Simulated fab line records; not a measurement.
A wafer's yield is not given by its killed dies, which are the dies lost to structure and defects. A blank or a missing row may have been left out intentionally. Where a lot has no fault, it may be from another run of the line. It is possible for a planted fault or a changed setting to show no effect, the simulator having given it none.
Which of the tools did it? / flow nand_harc / 13 lots with 39 wafers sampled at 6 steps, on a route of 1302 steps

WHAT EACH GAUGE READ, for each wafer
NHARC_P_M2_CD_MEAS_09: target cd 170 nm. Usual: 170.2 nm for cd_nm, sd 0.44.
lot=L647; measured=day 7 00:59; on=cd_sem-03; cd_nm (nm)=169.3 170.0 170.0; flag=
lot=L648; measured=day 7 04:20; on=cd_sem-01; cd_nm (nm)=170.7 170.4 170.1; flag=
lot=L649; measured=day 7 11:13; on=cd_sem-03; cd_nm (nm)=170.2 170.1 169.8; flag=
lot=L650; measured=day 8 00:47; on=cd_sem-01; cd_nm (nm)=170.1 170.6 170.6; flag=
lot=L651; measured=day 8 19:21; on=cd_sem-01; cd_nm (nm)=170.6 170.1 170.1; flag=
lot=L652; measured=day 8 20:10; on=cd_sem-03; cd_nm (nm)=169.2 170.1 169.6; flag=
lot=L655; measured=day 10 02:28; on=cd_sem-02; cd_nm (nm)=175.2 174.8 175.1; flag=OFF
lot=L656; measured=day 10 17:43; on=cd_sem-02; cd_nm (nm)=175.8 175.7 175.6; flag=OFF
lot=L661; measured=day 12 08:47; on=cd_sem-03; cd_nm (nm)=170.4 170.0 169.5; flag=
lot=L665; measured=day 14 07:07; on=cd_sem-03; cd_nm (nm)=169.9 170.2 170.0; flag=
lot=L667; measured=day 14 18:16; on=cd_sem-01; cd_nm (nm)=170.2 170.6 170.7; flag=
lot=L668; measured=day 15 06:41; on=cd_sem-02; cd_nm (nm)=169.4 169.8 169.8; flag=
lot=L669; measured=day 15 21:22; on=cd_sem-03; cd_nm (nm)=170.7 170.7 170.7; flag=

NHARC_P_M2_INSPECT_11. Usual: 4.6 for raw_defect_count, sd 2.8.
lot=L647; measured=day 7 01:07; on=defect_inspect-02; raw_defect_count=1 3 1; flag=
lot=L648; measured=day 7 04:28; on=defect_inspect-01; raw_defect_count=5 2 4; flag=
lot=L649; measured=day 7 11:20; on=defect_inspect-02; raw_defect_count=2 6 2; flag=
lot=L650; measured=day 8 00:55; on=defect_inspect-01; raw_defect_count=3 6 4; flag=
lot=L651; measured=day 8 19:29; on=defect_inspect-02; raw_defect_count=3 7 3; flag=
lot=L652; measured=day 8 20:17; on=defect_inspect-02; raw_defect_count=3 1 0; flag=
lot=L655; measured=day 10 02:35; on=defect_inspect-01; raw_defect_count=7 8 1; flag=
lot=L656; measured=day 10 17:50; on=defect_inspect-02; raw_defect_count=4 2 3; flag=
lot=L661; measured=day 12 08:54; on=defect_inspect-01; raw_defect_count=2 3 5; flag=
lot=L665; measured=day 14 07:14; on=defect_inspect-02; raw_defect_count=3 6 3; flag=
lot=L667; measured=day 14 18:23; on=defect_inspect-02; raw_defect_count=2 3 5; flag=
lot=L668; measured=day 15 06:49; on=defect_inspect-02; raw_defect_count=9 8 4; flag=
lot=L669; measured=day 15 21:29; on=defect_inspect-02; raw_defect_count=4 8 10; flag=

NHARC_END_SORT_01. Usual: value, then standard deviation, for each; defect_limited_yield 91 % / 3.1; killed_at_array 56 / 21; killed_at_other 1.2 / 1.6; killed_at_periphery 3.7 / 2.5; killed_dies 61 / 21; killed_open 3.1 / 1.8; killed_short 2.8 / 1.7.
lot=L647; measured=day 24 08:28; on=prober-02; defect_limited_yield (%)=87 88 86; killed_at_array=79 77 88; killed_at_other=5 1 8; killed_at_periphery=2 1 2; killed_dies=86 79 98; killed_open=5 3 1; killed_short=1 0 2; flag=
lot=L661; measured=day 30 03:07; on=prober-01; defect_limited_yield (%)=90 90 89; killed_at_array=68 70 72; killed_at_other=0 0 0; killed_at_periphery=1 1 3; killed_dies=69 71 75; killed_open=2 4 0; killed_short=4 1 3; flag=

TOOL THAT RAN EACH LOT (tool first, then ch and the chambers of the sampled wafers, then the start)
lot=L647; NHARC_P_M1_ANNEAL_31=rtp_anneal-01 ch 0, day 6 22:36; NHARC_P_M1_DEP_33=pecvd-02 ch 0,1,2, day 6 23:52; NHARC_P_M2_PEB_07=litho_track-01 ch 0, day 7 00:55
lot=L648; NHARC_P_M1_ANNEAL_31=rtp_anneal-01 ch 0, day 7 02:11; NHARC_P_M1_DEP_33=pecvd-04 ch 0,1,2, day 7 03:05; NHARC_P_M2_PEB_07=litho_track-01 ch 0, day 7 04:16
lot=L649; NHARC_P_M1_ANNEAL_31=rtp_anneal-01 ch 0, day 7 09:02; NHARC_P_M1_DEP_33=pecvd-04 ch 0,1, day 7 09:58; NHARC_P_M2_PEB_07=litho_track-06 ch 0, day 7 11:08
lot=L650; NHARC_P_M1_ANNEAL_31=rtp_anneal-01 ch 0, day 7 22:42; NHARC_P_M1_DEP_33=pecvd-03 ch 0,2, day 7 23:40; NHARC_P_M2_PEB_07=litho_track-01 ch 0, day 8 00:43
lot=L651; NHARC_P_M1_ANNEAL_31=rtp_anneal-01 ch 0, day 8 17:08; NHARC_P_M1_DEP_33=pecvd-04 ch 1,2, day 8 18:11; NHARC_P_M2_PEB_07=litho_track-06 ch 0, day 8 19:16
lot=L652; NHARC_P_M1_ANNEAL_31=rtp_anneal-02 ch 0, day 8 18:10; NHARC_P_M1_DEP_33=pecvd-02 ch 1,2, day 8 19:01; NHARC_P_M2_PEB_07=litho_track-06 ch 0, day 8 20:04
lot=L655; NHARC_P_M1_ANNEAL_31=rtp_anneal-01 ch 0, day 10 00:20; NHARC_P_M1_DEP_33=pecvd-04 ch 0,1,2, day 10 01:19; NHARC_P_M2_PEB_07=litho_track-06 ch 0, day 10 02:23
lot=L656; NHARC_P_M1_ANNEAL_31=rtp_anneal-02 ch 0, day 10 15:37; NHARC_P_M1_DEP_33=pecvd-03 ch 0,1,2, day 10 16:33; NHARC_P_M2_PEB_07=litho_track-06 ch 0, day 10 17:38
lot=L661; NHARC_P_M1_ANNEAL_31=rtp_anneal-02 ch 0, day 12 06:34; NHARC_P_M1_DEP_33=pecvd-02 ch 1,2, day 12 07:29; NHARC_P_M2_PEB_07=litho_track-04 ch 0, day 12 08:42
lot=L665; NHARC_P_M1_ANNEAL_31=rtp_anneal-01 ch 0, day 14 05:00; NHARC_P_M1_DEP_33=pecvd-03 ch 0,2, day 14 05:59; NHARC_P_M2_PEB_07=litho_track-01 ch 0, day 14 07:02
lot=L667; NHARC_P_M1_ANNEAL_31=rtp_anneal-01 ch 0, day 14 16:04; NHARC_P_M1_DEP_33=pecvd-02 ch 0,1,2, day 14 17:01; NHARC_P_M2_PEB_07=litho_track-04 ch 0, day 14 18:11
lot=L668; NHARC_P_M1_ANNEAL_31=rtp_anneal-01 ch 0, day 15 04:31; NHARC_P_M1_DEP_33=pecvd-04 ch 0,1,2, day 15 05:32; NHARC_P_M2_PEB_07=litho_track-04 ch 0, day 15 06:37
lot=L669; NHARC_P_M1_ANNEAL_31=rtp_anneal-01 ch 0, day 15 19:04; NHARC_P_M1_DEP_33=pecvd-03 ch 1,2, day 15 20:04; NHARC_P_M2_PEB_07=litho_track-01 ch 0, day 15 21:17
- NHARC_P_M1_ANNEAL_31: time 90 s.
- NHARC_P_M1_DEP_33: deposits SiCN, target thk 30 nm.
- NHARC_P_M2_PEB_07: peb time 65 s.

AS READ BY THE TOOLS THEMSELVES (means over the sampled wafers that have a number; for cases with no such wafer, the mark the record gives instead)
NHARC_P_M1_ANNEAL_31. Usual: 226.0 for wafer_temp_C_max, sd 0.36.
lot=L647 tool=rtp_anneal-01 wafer_temp_C_max=225.6 flag=
lot=L648 tool=rtp_anneal-01 wafer_temp_C_max=226.0 flag=
lot=L649 tool=rtp_anneal-01 wafer_temp_C_max=225.7 flag=
lot=L650 tool=rtp_anneal-01 wafer_temp_C_max=225.7 flag=
lot=L651 tool=rtp_anneal-01 wafer_temp_C_max=226.2 flag=
lot=L652 tool=rtp_anneal-02 wafer_temp_C_max=226.3 flag=
lot=L655 tool=rtp_anneal-01 wafer_temp_C_max=225.6 flag=
lot=L656 tool=rtp_anneal-02 wafer_temp_C_max=226.4 flag=
lot=L661 tool=rtp_anneal-02 wafer_temp_C_max=226.4 flag=
lot=L665 tool=rtp_anneal-01 wafer_temp_C_max=225.6 flag=
lot=L667 tool=rtp_anneal-01 wafer_temp_C_max=225.8 flag=
lot=L668 tool=rtp_anneal-01 wafer_temp_C_max=226.1 flag=
lot=L669 tool=rtp_anneal-01 wafer_temp_C_max=225.9 flag=

NHARC_P_M1_DEP_33. Usual: 535 W for heater_power_w, sd 95.
lot=L647; tool=pecvd-02; heater_power_w (W)=478; flag=
lot=L648; tool=pecvd-04; heater_power_w (W)=509; flag=
lot=L649; tool=pecvd-04; heater_power_w (W)=527; flag=
lot=L650; tool=pecvd-03; heater_power_w (W)=565; flag=
lot=L651; tool=pecvd-04; heater_power_w (W)=496; flag=
lot=L652; tool=pecvd-02; heater_power_w (W)=352; flag=
lot=L655; tool=pecvd-04; heater_power_w (W)=543; flag=
lot=L656; tool=pecvd-03; heater_power_w (W)=620; flag=
lot=L661; tool=pecvd-02; heater_power_w (W)=451; flag=
lot=L665; tool=pecvd-03; heater_power_w (W)=558; flag=
lot=L667; tool=pecvd-02; heater_power_w (W)=444; flag=
lot=L668; tool=pecvd-04; heater_power_w (W)=498; flag=
lot=L669; tool=pecvd-03; heater_power_w (W)=637; flag=

NHARC_P_M2_PEB_07. Usual: chill_plate_temp_C 22.99 C, standard deviation 0.11; heater_power_total_W 156.6 W, standard deviation 0.42; plate_temp_C 100.00 C, standard deviation 0.13.
lot=L647; tool=litho_track-01; chill_plate_temp_C (C)=23.10; heater_power_total_W (W)=156.6; plate_temp_C (C)=100.00; flag=
lot=L648; tool=litho_track-01; chill_plate_temp_C (C)=22.97; heater_power_total_W (W)=156.5; plate_temp_C (C)=100.04; flag=
lot=L649; tool=litho_track-06; chill_plate_temp_C (C)=22.96; heater_power_total_W (W)=156.5; plate_temp_C (C)=99.98; flag=
lot=L650; tool=litho_track-01; chill_plate_temp_C (C)=23.02; heater_power_total_W (W)=157.1; plate_temp_C (C)=100.17; flag=
lot=L651; tool=litho_track-06; chill_plate_temp_C (C)=23.01; heater_power_total_W (W)=156.2; plate_temp_C (C)=99.84; flag=
lot=L652; tool=litho_track-06; chill_plate_temp_C (C)=22.88; heater_power_total_W (W)=156.0; plate_temp_C (C)=100.11; flag=
lot=L655; tool=litho_track-06; chill_plate_temp_C (C)=22.94; heater_power_total_W (W)=160.0; plate_temp_C (C)=101.76; flag=OFF
lot=L656; tool=litho_track-06; chill_plate_temp_C (C)=22.97; heater_power_total_W (W)=160.3; plate_temp_C (C)=101.47; flag=OFF
lot=L661; tool=litho_track-04; chill_plate_temp_C (C)=22.93; heater_power_total_W (W)=156.8; plate_temp_C (C)=100.06; flag=
lot=L665; tool=litho_track-01; chill_plate_temp_C (C)=23.17; heater_power_total_W (W)=156.7; plate_temp_C (C)=99.97; flag=
lot=L667; tool=litho_track-04; chill_plate_temp_C (C)=22.85; heater_power_total_W (W)=156.5; plate_temp_C (C)=100.03; flag=
lot=L668; tool=litho_track-04; chill_plate_temp_C (C)=22.91; heater_power_total_W (W)=156.9; plate_temp_C (C)=100.17; flag=
lot=L669; tool=litho_track-01; chill_plate_temp_C (C)=23.03; heater_power_total_W (W)=156.6; plate_temp_C (C)=100.09; flag=

THE ANSWER, worked out from the rows above alone
Rule: take the mean of a lot's wafers that have a number; if it is more than 3 standard deviations from the usual mean, the lot is off. Also off: a lot with no number at a reading for which 4 or more lots have one. Any other lot the step has rows for is counted as sound. The gauges are gone through in route order, then the tools' own readings, and for those a lot's mean is taken as printed above. At the first step where some lot is off, the reading lying furthest off is the one used; lots without a number count as furthest.
Off: L655, L656, at NHARC_P_M2_CD_MEAS_09 (cd_nm).
If a tool, at a process step before that reading, ran all the lots that are off and no sound lot after the first of them, it fits. The gauges at NHARC_P_M2_CD_MEAS_09 aren't tried: what is off there is off at NHARC_P_M2_PEB_07 too, on other tools, and a gauge's error can't cause that. One candidate fits, namely litho_track-06 at NHARC_P_M2_PEB_07. Its last sound lot is L652 (day 8 20:04), its first lot that is off L655 (day 10 02:23): a fault that began between those two fits.
The tool's own readings at NHARC_P_M2_PEB_07 bear it out: on the lots that are off they differ by more than 5 times the standard deviation of the sound lots' means. heater_power_total_W reads 160.2 W there against 156.6 W on the sound lots; plate_temp_C reads 101.62 C there against 100.04 C on the sound lots.

WHAT THE SIMULATOR HAD INSERTED
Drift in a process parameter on litho_track-06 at NHARC_P_M2_PEB_07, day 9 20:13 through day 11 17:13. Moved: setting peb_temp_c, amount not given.
Shown lots that were struck: L655, L656. Same finding as the rule above.
